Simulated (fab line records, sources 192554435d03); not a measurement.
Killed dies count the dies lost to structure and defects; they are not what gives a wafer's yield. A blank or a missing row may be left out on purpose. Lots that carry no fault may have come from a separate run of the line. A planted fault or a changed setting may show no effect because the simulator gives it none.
Struck lot and sound lot, side by side | flow n5_finfet | 16 steps out of a route of 1938
Sound: wafers L202.3, L202.5, L202.6. Wafers L207.1, L207.5, L207.6 were the ones struck. The cause comes at the end.
Order at every step that has rows: each side's tool, ch and its chambers, its first start. Under that, the readings that differ: sound wafers | struck wafers | difference of the means | sigmas: that difference in standard deviations of wafers without a fault.
alike: readings whose means differ by less than 2 such deviations, and words and numbers that are the same on both sides. not compared: withheld readings, readings that some wafer has no value for, bounds like >300 that may hide the same value, and numbers for which the record gives no deviation and whose values overlap.
The two part at a step that has a row with sigmas, a row that says differs or no value, or rows on one side only. Non-overlapping numbers with no deviation appear without sigmas and do not part them. A reading missing from all wafers of one side parts the sides only when that side holds two or more wafers.

first, 6 steps without rows for these wafers: N5_BEOL_M1_COAT_05 (resist thk 30 nm); N5_BEOL_M1_EBR_07; N5_BEOL_M1_SOFTBAKE_06 (time 60 s); N5_BEOL_M1_EXPOSE_08 (exposes mask M1); N5_BEOL_M1_PEB_09 (peb time 60 s); N5_BEOL_M1_DEVELOP_10 (develop time 30 s).
N5_BEOL_M1_CD_MEAS_11: target cd 17.05 nm.
  sound on cd_sem-02 ch 0, day 6 11:50; struck on cd_sem-03 ch 0, day 7 23:10
  alike: cd_nm
N5_BEOL_M1_OVL_MEAS_12:
  sound on overlay-01 ch 0, day 6 11:53; struck on overlay-02 ch 0, day 7 23:11
  alike: M1_OVL
N5_BEOL_M1_INSPECT_13: inspects for defects (brightfield).
  sound on defect_inspect-02 at day 6 11:56; struck on defect_inspect-01 at day 7 23:15
  alike: raw_defect_count
N5_BEOL_M1_DESCUM_16: chemistry O2, time 7 s.
  sound on rie_diel-04 ch 0,1,2, day 6 11:58; struck on rie_diel-03 ch 0,2,3, day 7 23:25
  alike: drypump_motor_current_A, oes_product_au, rf_vpp_V, showerhead_plenum_p_Torr, temp_c, throttle_valve_pct
  not compared: rf_hours_counter_h
N5_BEOL_M1_ETCH_74: etches underlayer in N2/H2, target depth 6.5 nm, time 5.2 s.
  sound on rie_diel-04 ch 0,1,2, day 6 12:00; struck on rie_diel-03 ch 0,2,3, day 7 23:26
  alike: bias_w, drypump_motor_current_A, etch_rf_on_time_s, oes_product_au, rf_vpp_V, showerhead_plenum_p_Torr, throttle_valve_pct
  not compared: rf_hours_counter_h
N5_BEOL_M1_ETCH_63: etches SiARC in CF4, target depth 15.6 nm, time 26 s.
  sound on rie_diel-04 ch 0,1,2, day 6 12:01; struck on rie_diel-03 ch 0,2,3, day 7 23:28
  alike: bias_w, cf4_flow_sccm, drypump_motor_current_A, etch_rf_on_time_s, mfc_ar_sccm, oes_product_au, rf_vpp_V, showerhead_plenum_p_Torr, throttle_valve_pct
  not compared: rf_hours_counter_h
N5_BEOL_M1_ETCH_64: etches SOC in N2/H2, target depth 75 nm, overetch 15 nm, time 112.5 s.
  sound on rie_diel-04 ch 0,1,2, day 6 12:02; struck on rie_diel-03 ch 0,2,3, day 7 23:29
  reading                                    | sound             | struck            | difference | sigmas
  bias_w (W)                                 | 149.8 149.4 149.4 | 197.7 196.9 197.6 | +47.9      | +99 or more
  rf_vpp_V (V)                               | 524.5 527.5 521.9 | 617.0 620.6 619.4 | +94.4      | +39
  model.SiARC_of_BEOL_M1_COAT_62.thk_nm (nm) | 6.8 6.8 7         | 5 5 4.8           | -2         |
  alike: drypump_motor_current_A, oes_product_au, showerhead_plenum_p_Torr, temp_c, throttle_valve_pct
  not compared: rf_hours_counter_h
then, 1 step without rows for these wafers: N5_BEOL_M1_STRIP_65 (strips in N2/H2).
N5_BEOL_M4_RC_MEAS_101:
  sound on prober-01 ch 0, day 8 11:26; struck on prober-02 ch 0, day 9 17:40
  reading        | sound          | struck         | difference | sigmas
  IOFF_P (nA/um) | 0.31 0.24 0.24 | 0.17 0.21 0.20 | -0.07      | -2
  alike: DIBL_N, DIBL_P, IOFF_N, ION_N, ION_P, SS_N, SS_P, VT_N, VT_P
following that, these wafers have no rows for 1 step: N5_PASSIVATION_PROBE_49.

WHERE THEY PART
At N5_BEOL_M1_ETCH_64 first; at N5_BEOL_M4_RC_MEAS_101 last (within this record only).

WHY: whatever the simulator had introduced
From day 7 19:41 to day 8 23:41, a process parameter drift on rie_diel-03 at N5_BEOL_M1_ETCH_64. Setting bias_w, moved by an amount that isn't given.
